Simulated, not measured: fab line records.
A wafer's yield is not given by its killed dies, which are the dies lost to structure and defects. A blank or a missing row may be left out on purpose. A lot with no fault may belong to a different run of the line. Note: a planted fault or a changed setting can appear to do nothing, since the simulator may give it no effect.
fab line records ; flow nandHarc
[record] lots = 24; wafers = 72; lastDay = 24
route steps=1159 shown P_GATE@216 P_M0@283 P_M1@308 P_M2@331
lots untouched by any fault: they come from a run of this same line in which no faults occurred
startH: start of the lot's first displayed wafer, in hours after the record's first day ; waitH: how many hours have passed since the lot's step before this one ; " unchanged from the row above ; L1.1+2: a row that stands for several wafers ; - no value, or no start was given ; * or withheld: withheld ; < > ~ a bound
route shown NAME@n: names a module that has steps shown in the file, with the first one's number in the route ; usual: mean/standard deviation taken from wafers without a fault ; same: alike in all rows ; chamber/n: place in a boat ; sites: per-site readings ; _std_site: their standard deviation ; _edge_site: inner sites' mean taken away from outer sites' mean ; radiusMm: how far each site lies from the wafer's centre ; mask NAME#n: copy n ; behind: the most recent tool/chamber to have shaped the wafer ; hold: what put the lot on hold/how long, in hours/how the hold closed ; device: which transistor (n, p or np) failed to switch ; end of line: the tests these same wafers got at the end of their route ; a step without rows: its recipe alone ; killed: count of dies lost to structure and defects at first sort (not the wafer's yield) ; map: shows each die of a wafer: x if killed, . if not, _ if none is there
set.NAME: the setting the step ran with; set.NAME@STEP: the setting that earlier step ran with ; model.NAME: the simulator's own value behind a step, which no gauge read
the route's steps for a sample of lots (tables are steps, rows are wafers)
services: a tool's chamber out of use, with start hour (startH, from the record's first day; less than 0 if before it), hours out, and reason
[[steps]]
[step NHARC_P_GATE_INSPECT_68]
[usual] rawDefectCount = 208/96
lot.wafer;tool;chamber;startH;waitH;rawDefectCount
L074.1;defectInspect-01;-;104.50;0.2;181
L074.3;defectInspect-01;-;104.50;0.2;172
L074.5;defectInspect-01;-;104.50;0.2;120
L075.1;defectInspect-01;-;113.86;0.2;293
L075.4;defectInspect-01;-;113.86;0.2;133
L075.6;defectInspect-01;-;113.86;0.2;157
L076.2;defectInspect-01;-;117.58;0.2;275
L076.5;defectInspect-01;-;117.58;0.2;301
L076.6;defectInspect-01;-;117.58;0.2;262
L077.3;defectInspect-01;-;118.45;0.1;165
L077.4;defectInspect-01;-;118.45;0.1;154
L077.6;defectInspect-01;-;118.45;0.1;196
L078.2;defectInspect-01;-;130.52;0.1;147
L078.3;defectInspect-01;-;130.52;0.1;108
L078.6;defectInspect-01;-;130.52;0.1;154
L079.2;defectInspect-02;-;131.18;0.1;96
L079.3;defectInspect-02;-;131.18;0.1;79
L079.6;defectInspect-02;-;131.18;0.1;94
L080.1;defectInspect-02;-;148.56;0.2;161
L080.3;defectInspect-02;-;148.56;0.2;119
L080.5;defectInspect-02;-;148.56;0.2;182
L081.2;defectInspect-02;-;149.00;0.1;208
L081.3;defectInspect-02;-;149.00;0.1;143
L081.4;defectInspect-02;-;149.00;0.1;190
L082.2;defectInspect-01;-;155.04;0.1;283
L082.3;defectInspect-01;-;155.04;0.1;299
L082.5;defectInspect-01;-;155.04;0.1;234
L083.1;defectInspect-01;-;165.64;0.2;414
L083.5;defectInspect-01;-;165.64;0.2;213
L083.6;defectInspect-01;-;165.64;0.2;233
L085.1;defectInspect-01;-;183.52;0.2;174
L085.3;defectInspect-01;-;183.52;0.2;253
L085.4;defectInspect-01;-;183.52;0.2;129
L084.2;defectInspect-02;-;184.77;0.1;339
L084.3;defectInspect-02;-;184.77;0.1;213
L084.5;defectInspect-02;-;184.77;0.1;247
L088.1;defectInspect-02;-;185.37;0.2;401
L088.5;defectInspect-02;-;185.37;0.2;156
L088.6;defectInspect-02;-;185.37;0.2;220
L086.3;defectInspect-01;-;189.80;0.1;328
L086.5;defectInspect-01;-;189.80;0.1;287
L086.6;defectInspect-01;-;189.80;0.1;327
L087.1;defectInspect-01;-;190.85;0.2;210
L087.2;defectInspect-01;-;190.85;0.2;182
L087.6;defectInspect-01;-;190.85;0.2;282
L089.2;defectInspect-01;-;198.86;0.1;185
L089.5;defectInspect-01;-;198.86;0.1;141
L089.6;defectInspect-01;-;198.86;0.1;239
L090.1;defectInspect-01;-;199.48;0.2;199
L090.2;defectInspect-01;-;199.48;0.2;212
L090.6;defectInspect-01;-;199.48;0.2;271
L091.1;defectInspect-02;-;210.14;0.2;246
L091.3;defectInspect-02;-;210.14;0.2;185
L091.4;defectInspect-02;-;210.14;0.2;146
L093.3;defectInspect-02;-;214.63;0.1;138
L093.4;defectInspect-02;-;214.63;0.1;194
L093.5;defectInspect-02;-;214.63;0.1;237
L092.2;defectInspect-01;-;216.67;0.1;103
L092.4;defectInspect-01;-;216.67;0.1;124
L092.5;defectInspect-01;-;216.67;0.1;194
L095.2;defectInspect-02;-;228.63;0.1;214
L095.3;defectInspect-02;-;228.63;0.1;300
L095.5;defectInspect-02;-;228.63;0.1;325
L094.1;defectInspect-02;-;229.33;0.2;99
L094.4;defectInspect-02;-;229.33;0.2;121
L094.5;defectInspect-02;-;229.33;0.2;155
L097.2;defectInspect-01;-;240.91;0.1;188
L097.3;defectInspect-01;-;240.91;0.1;111
L097.6;defectInspect-01;-;240.91;0.1;144
L096.1;defectInspect-02;-;241.68;0.2;263
L096.3;defectInspect-02;-;241.68;0.2;149
L096.4;defectInspect-02;-;241.68;0.2;212
[step NHARC_P_M0_PRE_CLEAN_31]
[recipe] timeS = 12; tempC = 370; rfPowerW = 300; gas = NH3
[usual] heaterPowerW = 626/62
[same] timeS = 12
lot.wafer;tool;chamber;startH;waitH;heaterPowerW
L074.3;pecvd-02;2;113.74;0.1;620
L074.1;pecvd-02;0;113.74;0.1;568
L074.5;pecvd-02;2;113.74;0.1;636
L075.1;pecvd-03;0;127.49;0.1;650
L075.6;pecvd-03;1;127.49;0.1;631
L075.4;pecvd-03;0;127.49;0.1;637
L076.2;pecvd-03;0;128.36;0.5;610
L076.6;pecvd-03;0;128.36;0.5;613
L076.5;pecvd-03;1;128.36;0.5;590
L077.3;pecvd-01;2;128.93;0.1;628
L077.4;pecvd-01;1;128.93;0.1;634
L077.6;pecvd-01;2;128.93;0.1;658
L078.3;pecvd-03;0;139.16;0.1;566
L078.2;pecvd-03;1;139.16;0.1;646
L078.6;pecvd-03;1;139.16;0.1;649
L079.2;pecvd-02;2;139.81;0.1;633
L079.3;pecvd-02;0;139.81;0.1;545
L079.6;pecvd-02;1;139.81;0.1;501
L080.3;pecvd-01;2;157.25;0.1;546
L080.1;pecvd-01;1;157.25;0.1;641
L080.5;pecvd-01;2;157.25;0.1;538
L081.2;pecvd-03;0;157.95;0.2;620
L081.4;pecvd-03;2;157.95;0.2;721
L081.3;pecvd-03;0;157.95;0.2;636
L082.2;pecvd-03;2;166.33;0.1;626
L082.3;pecvd-03;1;166.33;0.1;632
L082.5;pecvd-03;1;166.33;0.1;645
L083.1;pecvd-03;2;184.23;0.1;707
L083.6;pecvd-03;2;184.23;0.1;691
L083.5;pecvd-03;0;184.23;0.1;573
L085.3;pecvd-02;2;192.35;0.1;509
L085.1;pecvd-02;0;192.35;0.1;640
L085.4;pecvd-02;2;192.35;0.1;536
L084.3;pecvd-02;0;197.59;0.1;643
L084.2;pecvd-02;1;197.59;0.1;490
L084.5;pecvd-02;1;197.59;0.1;502
L088.1;pecvd-03;2;197.83;0.1;672
L088.6;pecvd-03;1;197.83;0.1;608
L088.5;pecvd-03;0;197.83;0.1;672
L086.3;pecvd-03;1;199.86;0.1;587
L086.5;pecvd-03;0;199.86;0.1;635
L086.6;pecvd-03;2;199.86;0.1;714
L087.1;pecvd-02;1;204.73;0.1;517
L087.2;pecvd-02;2;204.73;0.1;606
L087.6;pecvd-02;0;204.73;0.1;606
L089.2;pecvd-01;1;214.15;0.1;582
L089.6;pecvd-01;1;214.15;0.1;597
L089.5;pecvd-01;0;214.15;0.1;773
L090.2;pecvd-03;0;215.26;0.2;652
L090.1;pecvd-03;1;215.26;0.2;669
L090.6;pecvd-03;1;215.26;0.2;660
L091.3;pecvd-03;2;220.49;0.1;628
L091.1;pecvd-03;1;220.49;0.1;548
L091.4;pecvd-03;0;220.49;0.1;631
L093.3;pecvd-03;2;223.16;0.1;715
L093.5;pecvd-03;1;223.16;0.1;626
L093.4;pecvd-03;2;223.16;0.1;724
L092.2;pecvd-03;0;225.22;0.1;634
L092.4;pecvd-03;1;225.22;0.1;649
L092.5;pecvd-03;2;225.22;0.1;654
L095.2;pecvd-02;0;246.54;0.2;653
L095.3;pecvd-02;1;246.54;0.2;526
L095.5;pecvd-02;0;246.54;0.2;642
L094.1;pecvd-03;2;247.72;1.2;712
L094.4;pecvd-03;2;247.72;1.2;729
L094.5;pecvd-03;0;247.72;1.2;679
L097.2;pecvd-03;2;250.43;0.1;637
L097.3;pecvd-03;0;250.43;0.1;667
L097.6;pecvd-03;2;250.43;0.1;647
L096.3;pecvd-03;1;251.02;0.1;579
L096.1;pecvd-03;2;251.02;0.1;693
L096.4;pecvd-03;2;251.02;0.1;721
[step NHARC_P_M1_PVD_21]
[recipe] targetThkA = 300; chamberPressurePa = 5; powerW = 5000; substrateTempC = 30; timeS = 20.49; material = Cu
[usual] throttleValvePct = 29.9/1.2
[same] timeS = 20.49
lot.wafer;tool;chamber;startH;waitH;throttleValvePct
L074.1;pvdSputter-02;-;-;-;29.5
L074.3;pvdSputter-02;-;-;-;31.9
L074.5;pvdSputter-02;-;-;-;29.1
L075.4;pvdSputter-03;-;-;-;29.1
L075.1;pvdSputter-03;-;-;-;30.4
L075.6;pvdSputter-03;-;-;-;29.2
L076.2;pvdSputter-02;-;-;-;29.5
L076.6;pvdSputter-02;-;-;-;29.5
L076.5;pvdSputter-02;-;-;-;32.1
L077.3;pvdSputter-01;-;-;-;30.4
L077.4;pvdSputter-01;-;-;-;28.8
L077.6;pvdSputter-01;-;-;-;30.1
L078.3;pvdSputter-01;-;-;-;29.3
L078.2;pvdSputter-01;-;-;-;28.0
L078.6;pvdSputter-01;-;-;-;30.2
L079.3;pvdSputter-03;-;-;-;29.1
L079.2;pvdSputter-03;-;-;-;28.9
L079.6;pvdSputter-03;-;-;-;29.3
L080.3;pvdSputter-02;-;-;-;29.4
L080.1;pvdSputter-02;-;-;-;32.3
L080.5;pvdSputter-02;-;-;-;29.2
L081.2;pvdSputter-02;-;-;-;29.6
L081.3;pvdSputter-02;-;-;-;31.9
L081.4;pvdSputter-02;-;-;-;29.9
L082.3;pvdSputter-03;-;-;-;28.8
L082.2;pvdSputter-03;-;-;-;29.1
L082.5;pvdSputter-03;-;-;-;30.0
L083.1;pvdSputter-01;-;-;-;30.3
L083.5;pvdSputter-01;-;-;-;30.5
L083.6;pvdSputter-01;-;-;-;30.0
L085.3;pvdSputter-01;-;-;-;27.2
L085.1;pvdSputter-01;-;-;-;30.6
L085.4;pvdSputter-01;-;-;-;29.8
L084.3;pvdSputter-03;-;-;-;29.0
L084.2;pvdSputter-03;-;-;-;29.1
L084.5;pvdSputter-03;-;-;-;29.1
L088.1;pvdSputter-01;-;200.76;0.2;29.6
L088.6;pvdSputter-01;-;200.76;0.2;30.2
L088.5;pvdSputter-01;-;200.76;0.2;30.0
L086.3;pvdSputter-03;-;-;-;30.1
L086.6;pvdSputter-03;-;-;-;30.2
L086.5;pvdSputter-03;-;-;-;29.2
L087.1;pvdSputter-01;-;-;-;29.8
L087.2;pvdSputter-01;-;-;-;30.2
L087.6;pvdSputter-01;-;-;-;29.8
L089.2;pvdSputter-01;-;-;-;30.6
L089.5;pvdSputter-01;-;-;-;27.1
L089.6;pvdSputter-01;-;-;-;30.3
L090.1;pvdSputter-03;-;-;-;30.2
L090.2;pvdSputter-03;-;-;-;29.1
L090.6;pvdSputter-03;-;-;-;31.5
L091.1;pvdSputter-01;-;-;-;30.2
L091.4;pvdSputter-01;-;-;-;29.6
L091.3;pvdSputter-01;-;-;-;27.2
L093.4;pvdSputter-02;-;-;-;29.8
L093.3;pvdSputter-02;-;-;-;30.0
L093.5;pvdSputter-02;-;-;-;32.7
L092.4;pvdSputter-03;-;-;-;29.2
L092.2;pvdSputter-03;-;-;-;31.6
L092.5;pvdSputter-03;-;-;-;29.3
L095.2;pvdSputter-02;-;-;-;30.0
L095.3;pvdSputter-02;-;-;-;32.5
L095.5;pvdSputter-02;-;-;-;30.7
L094.1;pvdSputter-01;-;-;-;30.5
L094.4;pvdSputter-01;-;-;-;30.4
L094.5;pvdSputter-01;-;-;-;30.3
L097.3;pvdSputter-03;-;-;-;29.2
L097.2;pvdSputter-03;-;-;-;30.2
L097.6;pvdSputter-03;-;-;-;29.2
L096.1;pvdSputter-01;-;-;-;30.4
L096.4;pvdSputter-01;-;-;-;30.5
L096.3;pvdSputter-01;-;-;-;29.9
[step NHARC_P_M2_DESCUM_14]
[recipe] timeS = 3; o2FlowSccm = 200; arFlowSccm = 0; biasPowerW = 0; chemistry = O2
[usual] drypumpMotorCurrentA = 5.6/0.33; oesProductAu = 1.004/0.0099; rfVppV = 57.8/0.89; showerheadPlenumPTorr = 1.90/0.078; throttleValvePct = 11.311/0.0081
[same] biasPowerW = 0; timeS = 3
lot.wafer;tool;chamber;startH;waitH;drypumpMotorCurrentA;oesProductAu;rfHoursCounterH;rfVppV;showerheadPlenumPTorr;throttleValvePct
L074.1;rieDiel-10;2;119.45;0.1;5.6;1.000;4;59.1;1.79;11.322
L074.3;rieDiel-10;3;119.45;0.1;5.4;0.998;4;58.2;2.00;11.310
L074.5;rieDiel-10;1;119.45;0.1;5.2;1.005;-;57.9;1.83;11.311
L075.4;rieDiel-10;0;133.32;0.1;5.8;1.017;4;59.2;1.93;11.311
L075.1;rieDiel-10;2;133.32;0.1;5.6;1.005;5;58.1;1.79;11.303
L075.6;rieDiel-10;0;133.32;0.1;5.9;1.009;-;57.8;1.93;11.312
L076.2;rieDiel-07;3;133.88;0.1;5.8;1.023;25;58.2;1.97;11.313
L076.6;rieDiel-07;2;133.88;0.1;5.8;1.004;-;57.7;1.93;11.309
L076.5;rieDiel-07;3;133.88;0.1;5.8;1.026;-;56.7;1.97;11.304
L077.4;rieDiel-05;2;134.99;0.1;6.4;1.023;24;58.3;1.83;11.303
L077.3;rieDiel-05;1;134.99;0.1;5.2;1.003;24;57.2;1.97;11.325
L077.6;rieDiel-05;3;134.99;0.1;5.4;1.014;-;56.4;1.91;11.313
L078.3;rieDiel-10;3;145.00;0.1;5.4;0.999;5;59.2;2.00;11.332
L078.2;rieDiel-10;2;145.00;0.1;5.6;1.009;6;57.2;1.79;11.293
L078.6;rieDiel-10;3;145.00;0.1;5.4;1.007;-;58.1;2.00;11.323
L079.2;rieDiel-05;1;145.58;0.1;5.2;1.001;26;58.7;1.97;11.305
L079.3;rieDiel-05;2;145.58;0.1;6.4;1.017;26;56.9;1.83;11.297
L079.6;rieDiel-05;1;145.58;0.1;5.2;1.006;-;57.4;1.97;11.312
L080.1;rieDiel-10;3;162.78;0.1;5.4;1.008;6;58.5;2.00;11.316
L080.3;rieDiel-10;0;162.78;0.1;5.9;1.012;5;58.1;1.93;11.318
L080.5;rieDiel-10;1;162.78;0.1;5.2;1.011;-;58.8;1.83;11.316
L081.3;rieDiel-10;3;164.07;0.1;5.4;1.002;6;58.6;2.00;11.319
L081.2;rieDiel-10;0;164.07;0.1;5.9;1.014;5;58.8;1.93;11.312
L081.4;rieDiel-10;2;164.07;0.1;5.6;1.007;6;54.9;1.79;11.323
L082.3;rieDiel-10;0;171.90;0.1;5.9;1.012;5;58.2;1.93;11.316
L082.2;rieDiel-10;2;171.90;0.1;5.6;1.007;7;58.4;1.79;11.312
L082.5;rieDiel-10;0;171.90;0.1;5.8;1.004;-;59.0;1.93;11.317
L083.1;rieDiel-10;0;189.88;0.1;5.9;0.993;0;58.6;1.93;11.322
L083.6;rieDiel-10;1;189.88;0.1;5.2;0.998;-;57.4;1.83;11.301
L083.5;rieDiel-10;2;189.88;0.1;5.6;1.007;-;57.9;1.79;11.295
L085.1;rieDiel-10;2;198.02;0.1;5.6;1.011;0;57.5;1.79;11.292
L085.4;rieDiel-10;3;198.02;0.1;5.4;1.021;0;56.7;2.00;11.312
L085.3;rieDiel-10;0;198.02;0.1;5.9;1.006;0;60.1;1.93;11.304
L084.3;rieDiel-10;1;203.18;0.1;5.2;0.994;0;56.5;1.83;11.311
L084.2;rieDiel-10;3;203.18;0.1;5.5;1.000;0;58.8;2.00;11.314
L084.5;rieDiel-10;1;203.18;0.1;5.2;0.994;-;57.8;1.83;11.312
L088.1;rieDiel-05;0;203.81;0.1;5.4;0.985;6;57.7;1.96;11.335
L088.5;rieDiel-05;2;203.81;0.1;6.4;1.009;-;55.6;1.83;11.304
L088.6;rieDiel-05;3;203.81;0.1;5.4;1.006;-;58.1;1.91;11.310
L086.3;rieDiel-07;1;205.39;0.1;6.0;0.987;56;56.8;1.93;11.309
L086.5;rieDiel-07;3;205.39;0.1;5.9;1.007;-;58.6;1.96;11.298
L086.6;rieDiel-07;0;205.39;0.1;6.3;1.005;-;57.2;1.90;11.313
L087.2;rieDiel-10;3;210.20;0.1;5.4;1.010;1;58.8;2.00;11.300
L087.1;rieDiel-10;2;210.20;0.1;5.6;0.998;1;57.5;1.79;11.324
L087.6;rieDiel-10;3;210.20;0.1;5.4;1.005;-;58.5;2.00;11.299
L089.2;rieDiel-10;2;219.70;0.1;5.6;0.993;1;56.0;1.79;11.304
L089.6;rieDiel-10;2;219.70;0.1;5.6;1.010;-;56.5;1.79;11.319
L089.5;rieDiel-10;3;219.70;0.1;5.4;0.995;-;58.9;2.00;11.321
L090.1;rieDiel-10;2;220.78;0.1;5.6;1.005;1;56.7;1.79;11.321
L090.2;rieDiel-10;3;220.78;0.1;5.4;1.013;1;58.0;2.00;11.312
L090.6;rieDiel-10;0;220.78;0.1;5.8;1.001;-;58.5;1.93;11.301
L091.1;rieDiel-10;2;226.00;0.1;5.5;1.019;2;57.8;1.79;11.299
L091.3;rieDiel-10;3;226.00;0.1;5.4;1.007;1;57.6;2.00;11.310
L091.4;rieDiel-10;0;226.00;0.1;5.9;1.001;2;58.8;1.93;11.312
L093.3;rieDiel-10;3;228.80;0.1;5.4;1.017;2;58.7;2.00;11.314
L093.4;rieDiel-10;0;228.80;0.1;5.8;1.008;2;58.2;1.93;11.317
L093.5;rieDiel-10;3;228.80;0.1;5.5;1.016;-;56.2;2.00;11.313
L092.2;rieDiel-05;1;230.93;0.1;5.2;0.992;13;57.6;1.97;11.311
L092.4;rieDiel-05;2;230.93;0.1;6.4;1.015;11;56.2;1.82;11.310
L092.5;rieDiel-05;0;230.93;0.1;5.4;0.988;-;57.7;1.96;11.308
L095.2;rieDiel-10;0;252.84;0.1;5.9;1.004;3;58.3;1.93;11.309
L095.3;rieDiel-10;1;252.84;0.1;5.2;0.997;3;56.5;1.83;11.317
L095.5;rieDiel-10;3;252.84;0.1;5.4;1.010;-;56.9;2.00;11.324
L094.4;rieDiel-10;0;253.57;0.1;5.9;1.010;3;57.0;1.93;11.302
L094.1;rieDiel-10;1;253.57;0.1;5.2;1.007;3;59.2;1.83;11.307
L094.5;rieDiel-10;0;253.57;0.1;5.9;1.004;-;56.9;1.93;11.320
L097.2;rieDiel-10;0;255.97;0.1;5.8;1.020;3;56.6;1.93;11.305
L097.3;rieDiel-10;3;255.97;0.1;5.4;1.006;3;58.6;2.00;11.305
L097.6;rieDiel-10;0;255.97;0.1;5.8;0.998;-;57.3;1.93;11.297
L096.4;rieDiel-05;1;256.58;0.1;5.2;0.982;18;57.8;1.96;11.311
L096.3;rieDiel-05;2;256.58;0.1;6.4;0.997;17;57.7;1.82;11.302
L096.1;rieDiel-05;0;256.58;0.1;5.4;0.975;17;57.5;1.96;11.307
[step NHARC_P_M2_PVD_21]
[recipe] targetThkA = 300; chamberPressurePa = 5; powerW = 5000; substrateTempC = 30; timeS = 20.49; material = Cu
[usual] throttleValvePct = 30.0/1.2
[same] timeS = 20.49
lot.wafer;tool;chamber;startH;waitH;throttleValvePct
L074.1;pvdSputter-01;-;-;-;30.1
L074.3;pvdSputter-01;-;-;-;27.6
L074.5;pvdSputter-01;-;-;-;30.7
L075.4;pvdSputter-02;-;-;-;29.6
L075.1;pvdSputter-02;-;-;-;29.7
L075.6;pvdSputter-02;-;-;-;29.3
L076.2;pvdSputter-02;-;-;-;32.1
L076.6;pvdSputter-02;-;-;-;29.6
L076.5;pvdSputter-02;-;-;-;31.8
L077.4;pvdSputter-02;-;-;-;29.5
L077.3;pvdSputter-02;-;-;-;32.0
L077.6;pvdSputter-02;-;-;-;29.1
L078.2;pvdSputter-03;-;-;-;31.2
L078.3;pvdSputter-03;-;-;-;29.0
L078.6;pvdSputter-03;-;-;-;29.1
L079.2;pvdSputter-02;-;-;-;31.8
L079.3;pvdSputter-02;-;-;-;29.8
L079.6;pvdSputter-02;-;-;-;29.5
L080.1;pvdSputter-03;-;-;-;29.1
L080.3;pvdSputter-03;-;-;-;31.2
L080.5;pvdSputter-03;-;-;-;30.3
L081.2;pvdSputter-03;-;-;-;30.1
L081.4;pvdSputter-03;-;-;-;29.0
L081.3;pvdSputter-03;-;-;-;31.4
L082.3;pvdSputter-02;-;-;-;32.1
L082.2;pvdSputter-02;-;-;-;29.9
L082.5;pvdSputter-02;-;-;-;29.8
L083.1;pvdSputter-03;-;-;-;31.5
L083.6;pvdSputter-03;-;-;-;29.2
L083.5;pvdSputter-03;-;-;-;30.3
L085.1;pvdSputter-01;-;199.45;0.2;30.2
L085.4;pvdSputter-01;-;199.45;0.2;29.7
L085.3;pvdSputter-01;-;199.45;0.2;27.2
L084.2;pvdSputter-02;-;-;-;31.7
L084.3;pvdSputter-02;-;-;-;29.3
L084.5;pvdSputter-02;-;-;-;31.7
L088.1;pvdSputter-03;-;-;-;31.4
L088.6;pvdSputter-03;-;-;-;31.5
L088.5;pvdSputter-03;-;-;-;29.2
L086.3;pvdSputter-02;-;-;-;29.2
L086.6;pvdSputter-02;-;-;-;29.9
L086.5;pvdSputter-02;-;-;-;29.0
L087.2;pvdSputter-02;-;-;-;30.0
L087.1;pvdSputter-02;-;-;-;32.1
L087.6;pvdSputter-02;-;-;-;29.9
L089.2;pvdSputter-01;-;-;-;30.4
L089.5;pvdSputter-01;-;-;-;27.0
L089.6;pvdSputter-01;-;-;-;30.5
L090.2;pvdSputter-03;-;-;-;31.4
L090.1;pvdSputter-03;-;-;-;28.9
L090.6;pvdSputter-03;-;-;-;29.3
L091.1;pvdSputter-02;-;-;-;31.2
L091.4;pvdSputter-02;-;-;-;29.6
L091.3;pvdSputter-02;-;-;-;30.0
L093.3;pvdSputter-02;-;-;-;32.9
L093.4;pvdSputter-02;-;-;-;29.9
L093.5;pvdSputter-02;-;-;-;29.9
L092.2;pvdSputter-01;-;-;-;30.3
L092.4;pvdSputter-01;-;-;-;26.9
L092.5;pvdSputter-01;-;-;-;30.2
L095.3;pvdSputter-02;-;-;-;29.9
L095.2;pvdSputter-02;-;-;-;30.1
L095.5;pvdSputter-02;-;-;-;32.6
L094.4;pvdSputter-03;-;-;-;29.2
L094.1;pvdSputter-03;-;-;-;29.2
L094.5;pvdSputter-03;-;-;-;29.1
L097.3;pvdSputter-03;-;-;-;31.5
L097.2;pvdSputter-03;-;-;-;29.0
L097.6;pvdSputter-03;-;-;-;31.4
L096.3;pvdSputter-01;-;-;-;27.2
L096.1;pvdSputter-01;-;-;-;30.5
L096.4;pvdSputter-01;-;-;-;29.6
[step NHARC_P_M2_PRE_CLEAN_32]
[recipe] timeS = 12; tempC = 370; rfPowerW = 300; gas = NH3
[usual] heaterPowerW = 637/74
[same] timeS = 12
lot.wafer;tool;chamber;startH;waitH;heaterPowerW
L074.3;pecvd-01;2;122.33;0.1;669
L074.1;pecvd-01;0;122.33;0.1;720
L074.5;pecvd-01;1;122.33;0.1;681
L075.1;pecvd-02;1;135.98;0.1;534
L075.6;pecvd-02;2;135.98;0.1;572
L075.4;pecvd-02;1;135.98;0.1;529
L076.2;pecvd-01;1;136.58;0.1;645
L076.5;pecvd-01;0;136.58;0.1;702
L076.6;pecvd-01;1;136.58;0.1;665
L077.3;pecvd-01;2;137.69;0.1;571
L077.4;pecvd-01;2;137.69;0.1;580
L077.6;pecvd-01;1;137.69;0.1;642
L078.2;pecvd-02;1;147.68;0.1;462
L078.3;pecvd-02;0;147.68;0.1;595
L078.6;pecvd-02;2;147.68;0.1;563
L079.3;pecvd-02;2;148.21;0.1;610
L079.2;pecvd-02;0;148.21;0.1;618
L079.6;pecvd-02;2;148.21;0.1;586
L080.1;pecvd-01;0;165.44;0.1;737
L080.3;pecvd-01;1;165.44;0.1;580
L080.5;pecvd-01;1;165.44;0.1;581
L081.3;pecvd-03;1;166.83;0.1;666
L081.2;pecvd-03;0;166.83;0.1;634
L081.4;pecvd-03;0;166.83;0.1;637
L082.3;pecvd-02;2;174.58;0.1;561
L082.2;pecvd-02;0;174.58;0.1;585
L082.5;pecvd-02;1;174.58;0.1;483
L083.1;pecvd-01;1;192.53;0.1;649
L083.5;pecvd-01;2;192.53;0.1;554
L083.6;pecvd-01;1;192.53;0.1;649
L085.1;pecvd-01;1;200.93;0.1;669
L085.3;pecvd-01;2;200.93;0.1;647
L085.4;pecvd-01;1;200.93;0.1;688
L084.2;pecvd-01;0;205.94;0.1;763
L084.3;pecvd-01;2;205.94;0.1;654
L084.5;pecvd-01;1;205.94;0.1;600
L088.1;pecvd-02;1;206.58;0.1;482
L088.6;pecvd-02;1;206.58;0.1;489
L088.5;pecvd-02;0;206.58;0.1;608
L086.3;pecvd-03;2;208.18;0.2;754
L086.6;pecvd-03;2;208.18;0.2;734
L086.5;pecvd-03;0;208.18;0.2;678
L087.1;pecvd-03;2;212.95;0.1;738
L087.2;pecvd-03;0;212.95;0.1;654
L087.6;pecvd-03;1;212.95;0.1;580
L089.2;pecvd-03;2;222.38;0.1;646
L089.5;pecvd-03;2;222.38;0.1;643
L089.6;pecvd-03;0;222.38;0.1;714
L090.1;pecvd-01;1;223.41;0.1;556
L090.2;pecvd-01;0;223.41;0.1;684
L090.6;pecvd-01;1;223.41;0.1;575
L091.3;pecvd-01;2;228.68;0.1;616
L091.1;pecvd-01;1;228.68;0.1;579
L091.4;pecvd-01;2;228.68;0.1;614
L093.3;pecvd-03;1;231.51;0.1;631
L093.5;pecvd-03;2;231.51;0.1;617
L093.4;pecvd-03;0;231.51;0.1;672
L092.2;pecvd-02;0;233.59;0.1;612
L092.4;pecvd-02;2;233.59;0.1;552
L092.5;pecvd-02;1;233.59;0.1;485
L095.2;pecvd-03;1;255.49;0.1;679
L095.3;pecvd-03;0;255.49;0.1;704
L095.5;pecvd-03;2;255.49;0.1;708
L094.1;pecvd-03;1;256.58;0.1;669
L094.4;pecvd-03;2;256.58;0.1;710
L094.5;pecvd-03;0;256.58;0.1;729
L097.2;pecvd-03;2;258.68;0.1;745
L097.3;pecvd-03;1;258.68;0.1;681
L097.6;pecvd-03;1;258.68;0.1;681
L096.3;pecvd-01;2;259.26;0.1;651
L096.1;pecvd-01;1;259.26;0.1;606
L096.4;pecvd-01;0;259.26;0.1;739
[[services]]
tool;chamber;startH;hours;kind
pvdSputter-03;-;102.00;10.0;pm
pecvd-03;-;111.00;13.0;pm
pecvd-03;0;111.00;13.0;ventCycle
pecvd-03;1;111.00;13.0;ventCycle
pecvd-03;2;111.00;13.0;ventCycle
rieDiel-10;0;114.16;16.0;repair
rieDiel-05;-;114.85;0.5;repair
pecvd-03;0;124.00;-;clean
pecvd-03;1;124.00;-;clean
rieDiel-05;3;126.77;6.1;repair
pecvd-03;1;149.42;10.9;repair
pecvd-02;-;153.00;13.0;pm
pvdSputter-01;-;158.00;10.0;pm
pvdSputter-02;-;161.85;10.6;repair
pecvd-01;-;162.90;1.1;repair
rieDiel-05;-;163.79;9.0;pm
rieDiel-10;-;176.61;9.0;pm
rieDiel-07;2;186.47;15.0;repair
rieDiel-05;-;195.55;0.5;repair
pvdSputter-02;-;214.03;10.0;pm
rieDiel-07;-;228.27;9.0;pm
rieDiel-05;1;233.10;2.4;repair
pecvd-01;-;237.23;13.0;pm
rieDiel-10;0;257.14;3.7;repair
[[key]]
fault none
